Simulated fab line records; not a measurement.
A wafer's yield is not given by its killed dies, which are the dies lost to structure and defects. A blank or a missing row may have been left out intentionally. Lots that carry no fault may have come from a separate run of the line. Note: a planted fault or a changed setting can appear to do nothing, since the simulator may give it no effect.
Matching of chambers :: flow nand-harc :: NHARC_A_DECK1_JOINT_DEP_16 on pecvd-02 has 3 sister chambers
The step deposits SiO2, target thk 45 nm. 3 wafers are shown with their chamber, then 8 later ones without.

EACH WAFER AND ITS CHAMBER
wafer: L085.2
chamber: 0
throttle-valve-pct (%): 16.1

wafer: L085.4
chamber: 1
throttle-valve-pct (%): 16.5

wafer: L090.1
chamber: 2
throttle-valve-pct (%): 15.4

WAFERS MISSING THEIR CHAMBER
wafer: L090.2
throttle-valve-pct (%): 16.2

wafer: L090.5
throttle-valve-pct (%): 15.1

wafer: L091.2
throttle-valve-pct (%): 15.5

wafer: L091.4
throttle-valve-pct (%): 15.6

wafer: L091.5
throttle-valve-pct (%): 15.5

wafer: L096.2
throttle-valve-pct (%): 15.6

wafer: L096.4
throttle-valve-pct (%): 15.2

wafer: L096.6
throttle-valve-pct (%): 15.7

EACH ONE'S CHAMBER
wafer: L090.2
from the rows above: can't be placed: 0 or 1
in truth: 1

wafer: L090.5
from the rows above: 2
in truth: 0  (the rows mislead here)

wafer: L091.2
from the rows above: 2
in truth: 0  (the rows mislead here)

wafer: L091.4
from the rows above: can't be placed: 2 or 0
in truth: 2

wafer: L091.5
from the rows above: 2
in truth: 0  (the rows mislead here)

wafer: L096.2
from the rows above: can't be placed: 2 or 0
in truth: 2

wafer: L096.4
from the rows above: 2
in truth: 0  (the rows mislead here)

wafer: L096.6
from the rows above: can't be placed: 2 or 0
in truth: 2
Correctly placed: 0 of 8. From these rows, 4 cannot be placed; in 4 the true chamber is one of the candidates. Placed wrongly: 4.
How it was worked out, from the rows above alone: a wafer's distance from a chamber is the root of the sum, over the readings, of the square of ((its reading less the chamber's mean) divided by the reading's scatter). The wafer belongs to the nearest chamber; if the next one is less than 2 further off, it can't be placed. A chamber's mean is the mean of its shown wafers. The scatter: root of mean squared gap, hidden wafer to nearest shown wafer, with one shown wafer a chamber.
